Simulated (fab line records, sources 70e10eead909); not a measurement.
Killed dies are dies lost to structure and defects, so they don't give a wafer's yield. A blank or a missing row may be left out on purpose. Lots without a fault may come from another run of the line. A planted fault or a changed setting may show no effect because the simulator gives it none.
Tool commonality check | flow nand_harc | 13 lots, 39 wafers sampled

WHY IT WAS OPENED
At NHARC_END_SORT_01 the reading killed_at_other is flagged on 2 of 13 lots. Wafers without a fault read 0.8, standard deviation 1.1.
Rule: a lot is flagged when every wafer of it that has a number lies more than 4 standard deviations from that mean, or none has a number. The other lots count as sound.

lot  | measured     | on        | killed_at_other, wafer by wafer | flag
L697 | day 24 19:12 | prober-01 | 0 0 0                           |
L699 | day 24 19:14 | prober-02 | 2 0 1                           |
L701 | day 25 16:00 | prober-01 | 0 0 1                           |
L702 | day 26 18:12 | prober-02 | 0 0 0                           |
L704 | day 27 21:37 | prober-02 | 0 0 0                           |
L705 | day 28 05:41 | prober-01 | 1 1 0                           |
L709 | day 29 03:23 | prober-01 | 2 2 1                           |
L710 | day 29 12:03 | prober-01 | 0 1 0                           |
L711 | day 30 05:06 | prober-02 | 0 0 0                           |
L715 | day 31 19:32 | prober-01 | 0 1 0                           |
L719 | day 33 05:57 | prober-02 | 36 33 67                        | FLAGGED
L718 | day 33 06:01 | prober-01 | 33 61 74                        | FLAGGED
L720 | day 33 23:45 | prober-02 | 0 1 0                           |
The numbers of the flagged lots are 50.7 on average: +49.9 against the usual, or +45 standard deviations.

WHICH TOOL RAN EACH LOT
The record holds 4 process steps before the reading, out of a route of 1302 steps. In each cell: the tool, then ch and the chambers that the sampled wafers went through, then the start.
lot  | flag    | NHARC_THIN_TSV_STRIP_62              | NHARC_THIN_TSV_PVD_51        | NHARC_THIN_TSV_ANNEAL_52         | NHARC_THIN_TSV_ETCH_59
L697 |         | plasma_asher-01 ch 0,1, day 24 03:10 | pvd_sputter-03, day 24 03:35 | rtp_anneal-01 ch 0, day 24 04:31 | rie_metal-01 ch 0,1, day 24 06:46
L699 |         | plasma_asher-01 ch 0,1, day 24 04:29 | pvd_sputter-03, day 24 04:56 | rtp_anneal-01 ch 0, day 24 05:50 | rie_metal-01 ch 0,1, day 24 08:07
L701 |         | plasma_asher-02 ch 0,1, day 25 03:35 | pvd_sputter-02, day 25 04:01 | rtp_anneal-01 ch 0, day 25 04:55 | rie_metal-03 ch 0,1, day 25 07:08
L702 |         | plasma_asher-01 ch 0,1, day 26 05:50 | pvd_sputter-01, day 26 06:17 | rtp_anneal-02 ch 0, day 26 07:16 | rie_metal-02 ch 0,1, day 26 09:22
L704 |         | plasma_asher-01 ch 0,1, day 27 05:05 | pvd_sputter-01, day 27 05:31 | rtp_anneal-01 ch 0, day 27 06:28 | rie_metal-01 ch 0,1, day 27 08:40
L705 |         | plasma_asher-02 ch 0, day 27 16:35   | pvd_sputter-01, day 27 17:01 | rtp_anneal-02 ch 0, day 27 17:58 | rie_metal-01 ch 0,1, day 27 20:10
L709 |         | plasma_asher-01 ch 0,1, day 28 14:10 | pvd_sputter-01, day 28 14:37 | rtp_anneal-01 ch 0, day 28 15:33 | rie_metal-02 ch 0,1, day 28 17:43
L710 |         | plasma_asher-02 ch 0,1, day 28 20:56 | pvd_sputter-01, day 28 21:20 | rtp_anneal-02 ch 0, day 28 22:19 | rie_metal-03 ch 0,1, day 29 00:26
L711 |         | plasma_asher-02 ch 0,1, day 29 16:52 | pvd_sputter-03, day 29 17:20 | rtp_anneal-02 ch 0, day 29 18:13 | rie_metal-02 ch 0,1, day 29 20:22
L715 |         | plasma_asher-02 ch 0,1, day 31 07:05 | pvd_sputter-01, day 31 07:32 | rtp_anneal-01 ch 0, day 31 08:26 | rie_metal-01 ch 0,1, day 31 10:41
L719 | FLAGGED | plasma_asher-02 ch 0,1, day 32 16:59 | pvd_sputter-03, day 32 17:25 | rtp_anneal-02 ch 0, day 32 18:25 | rie_metal-02 ch 0,1, day 32 20:28
L718 | FLAGGED | plasma_asher-02 ch 0,1, day 32 18:11 | pvd_sputter-03, day 32 18:38 | rtp_anneal-01 ch 0, day 32 19:34 | rie_metal-01 ch 0,1, day 32 21:46
L720 |         | plasma_asher-01 ch 0,1, day 33 09:10 | pvd_sputter-01, day 33 09:35 | rtp_anneal-02 ch 0, day 33 10:32 | rie_metal-01 ch 1, day 33 12:44
What these steps do:
- NHARC_THIN_TSV_STRIP_62: strips in N2/H2, time 20 s.
- NHARC_THIN_TSV_PVD_51: deposits Cu, target thk 100 nm.
- NHARC_THIN_TSV_ANNEAL_52: time 90 s.
- NHARC_THIN_TSV_ETCH_59: etches the open film in Cl2/BCl3, target depth 880 nm, time 138.1 s.
- NHARC_END_SORT_01

FLAGGED OVER TOTAL, TOOL BY TOOL (the gauges that took the reading come last)
step                     | tool            | lots run | flagged | share of the flagged lots | sound lots run after its first flagged lot
NHARC_THIN_TSV_STRIP_62  | plasma_asher-01 | 6        | 0       | none                      | -
NHARC_THIN_TSV_STRIP_62  | plasma_asher-02 | 7        | 2       | all                       | 0
NHARC_THIN_TSV_PVD_51    | pvd_sputter-01  | 7        | 0       | none                      | -
NHARC_THIN_TSV_PVD_51    | pvd_sputter-02  | 1        | 0       | none                      | -
NHARC_THIN_TSV_PVD_51    | pvd_sputter-03  | 5        | 2       | all                       | 0
NHARC_THIN_TSV_ANNEAL_52 | rtp_anneal-01   | 7        | 1       | some                      | 0
NHARC_THIN_TSV_ANNEAL_52 | rtp_anneal-02   | 6        | 1       | some                      | 1 (L720)
NHARC_THIN_TSV_ETCH_59   | rie_metal-01    | 7        | 1       | some                      | 1 (L720)
NHARC_THIN_TSV_ETCH_59   | rie_metal-02    | 4        | 1       | some                      | 0
NHARC_THIN_TSV_ETCH_59   | rie_metal-03    | 2        | 0       | none                      | -
NHARC_END_SORT_01        | prober-01       | 7        | 1       | some                      | 0
NHARC_END_SORT_01        | prober-02       | 6        | 1       | some                      | 1 (L720)

WHAT THE TABLE ALLOWS
2 rows of the table ran every flagged lot: plasma_asher-02 at NHARC_THIN_TSV_STRIP_62, pvd_sputter-03 at NHARC_THIN_TSV_PVD_51.
- plasma_asher-02 at NHARC_THIN_TSV_STRIP_62: 2 of its 7 lots flagged. Its last sound lot is L715 (day 31 07:05), its first flagged lot L719 (day 32 16:59): a fault that began between those two fits.
- pvd_sputter-03 at NHARC_THIN_TSV_PVD_51: 2 of its 5 lots flagged. Its last sound lot is L711 (day 29 17:20), its first flagged lot L719 (day 32 17:25): a fault that began between those two fits.
Counting lots can't tell these 2 tools apart, because each fits a fault that began at some hour. More lots, or a look at what each step does to the wafer, might.

WHAT THE SIMULATOR HAD PUT IN
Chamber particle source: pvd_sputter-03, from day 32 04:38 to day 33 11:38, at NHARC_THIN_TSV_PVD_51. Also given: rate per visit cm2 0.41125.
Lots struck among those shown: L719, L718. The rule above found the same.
